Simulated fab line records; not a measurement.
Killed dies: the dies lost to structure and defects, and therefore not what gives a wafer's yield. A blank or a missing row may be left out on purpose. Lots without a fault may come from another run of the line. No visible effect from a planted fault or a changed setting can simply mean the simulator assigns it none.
Matching of chambers :: flow n5Finfet :: N5_PASSIVATION_PECVD_01 on pecvd-01 has 3 sister chambers
The step deposits SiNx from SiH4/NH3/N2, target thk 200 nm, time 43.2 s. 16 wafers are shown with their chamber, then 8 later ones without.

## WAFERS, EACH WITH ITS CHAMBER
wafer: L076.2
chamber: 0
throttleValvePct (%): 28.8
showerheadPlenumPTorr (Torr): 8.67
heaterPowerW (W): 335

wafer: L076.3
chamber: 1
throttleValvePct (%): 33.4
showerheadPlenumPTorr (Torr): 8.74
heaterPowerW (W): 393

wafer: L076.4
chamber: 2
throttleValvePct (%): 27.3
showerheadPlenumPTorr (Torr): 8.85
heaterPowerW (W): 443

wafer: L075.4
chamber: 0
throttleValvePct (%): 29.0
showerheadPlenumPTorr (Torr): 8.68
heaterPowerW (W): 380

wafer: L075.5
chamber: 1
throttleValvePct (%): 33.2
showerheadPlenumPTorr (Torr): 8.77
heaterPowerW (W): 526

wafer: L075.6
chamber: 2
throttleValvePct (%): 27.4
showerheadPlenumPTorr (Torr): 8.85
heaterPowerW (W): 398

wafer: L079.1
chamber: 2
throttleValvePct (%): 27.4
showerheadPlenumPTorr (Torr): 8.86
heaterPowerW (W): 359

wafer: L079.3
chamber: 1
throttleValvePct (%): 33.2
showerheadPlenumPTorr (Torr): 8.78
heaterPowerW (W): 387

wafer: L079.6
chamber: 1
throttleValvePct (%): 33.4
showerheadPlenumPTorr (Torr): 8.77
heaterPowerW (W): 401

wafer: L083.2
chamber: 0
throttleValvePct (%): 28.9
showerheadPlenumPTorr (Torr): 8.67
heaterPowerW (W): 378

wafer: L083.5
chamber: 0
throttleValvePct (%): 28.8
showerheadPlenumPTorr (Torr): 8.66
heaterPowerW (W): 369

wafer: L083.6
chamber: 1
throttleValvePct (%): 33.3
showerheadPlenumPTorr (Torr): 8.77
heaterPowerW (W): 368

wafer: L085.2
chamber: 0
throttleValvePct (%): 28.7
showerheadPlenumPTorr (Torr): 8.68
heaterPowerW (W): 268

wafer: L085.5
chamber: 1
throttleValvePct (%): 33.4
showerheadPlenumPTorr (Torr): 8.77
heaterPowerW (W): 472

wafer: L085.6
chamber: 0
throttleValvePct (%): 29.0
showerheadPlenumPTorr (Torr): 8.67
heaterPowerW (W): 279

wafer: L087.1
chamber: 1
throttleValvePct (%): 33.1
showerheadPlenumPTorr (Torr): 8.74
heaterPowerW (W): 481

SIGNATURES, as means of the wafers listed above
reading: throttleValvePct
chamber 0: 28.867
chamber 1: 33.286
chamber 2: 27.367
scatter within a chamber: 0.114

reading: showerheadPlenumPTorr
chamber 0: 8.6717
chamber 1: 8.7629
chamber 2: 8.8533
scatter within a chamber: 0.0121

reading: heaterPowerW
chamber 0: 334.83
chamber 1: 432.57
chamber 2: 400.00
scatter within a chamber: 53.8
Rule: a wafer's distance from a chamber is the root of the sum, over the readings, of the square of ((its reading less the chamber's mean) divided by the reading's scatter). The wafer belongs to the nearest chamber; if the next one is less than 2 further off, it can't be placed. The scatter: the root of (the sum of the squares of (reading less its chamber's mean) over the shown wafers, divided by (wafers less chambers)).

## WAFERS WHOSE CHAMBER IS MISSING
wafer: L087.5
throttleValvePct (%): 27.6
showerheadPlenumPTorr (Torr): 8.87
heaterPowerW (W): 445

wafer: L087.6
throttleValvePct (%): 29.0
showerheadPlenumPTorr (Torr): 8.66
heaterPowerW (W): 379

wafer: L091.2
throttleValvePct (%): 33.2
showerheadPlenumPTorr (Torr): 8.75
heaterPowerW (W): 505

wafer: L091.3
throttleValvePct (%): 27.7
showerheadPlenumPTorr (Torr): 8.84
heaterPowerW (W): 372

wafer: L091.6
throttleValvePct (%): 29.0
showerheadPlenumPTorr (Torr): 8.66
heaterPowerW (W): 387

wafer: L095.2
throttleValvePct (%): 33.3
showerheadPlenumPTorr (Torr): 8.78
heaterPowerW (W): 508

wafer: L095.3
throttleValvePct (%): 27.6
showerheadPlenumPTorr (Torr): 8.82
heaterPowerW (W): 398

wafer: L095.4
throttleValvePct (%): 27.7
showerheadPlenumPTorr (Torr): 8.84
heaterPowerW (W): 423

## EACH ONE'S CHAMBER
wafer: L087.5
from the rows above: 2
in truth: 2

wafer: L087.6
from the rows above: 0
in truth: 0

wafer: L091.2
from the rows above: 1
in truth: 1

wafer: L091.3
from the rows above: 2
in truth: 2

wafer: L091.6
from the rows above: 0
in truth: 0

wafer: L095.2
from the rows above: 1
in truth: 1

wafer: L095.3
from the rows above: 2
in truth: 2

wafer: L095.4
from the rows above: 2
in truth: 2
Placed correctly: 8 of 8. Not placeable from these rows: 0. 0 placed wrongly.
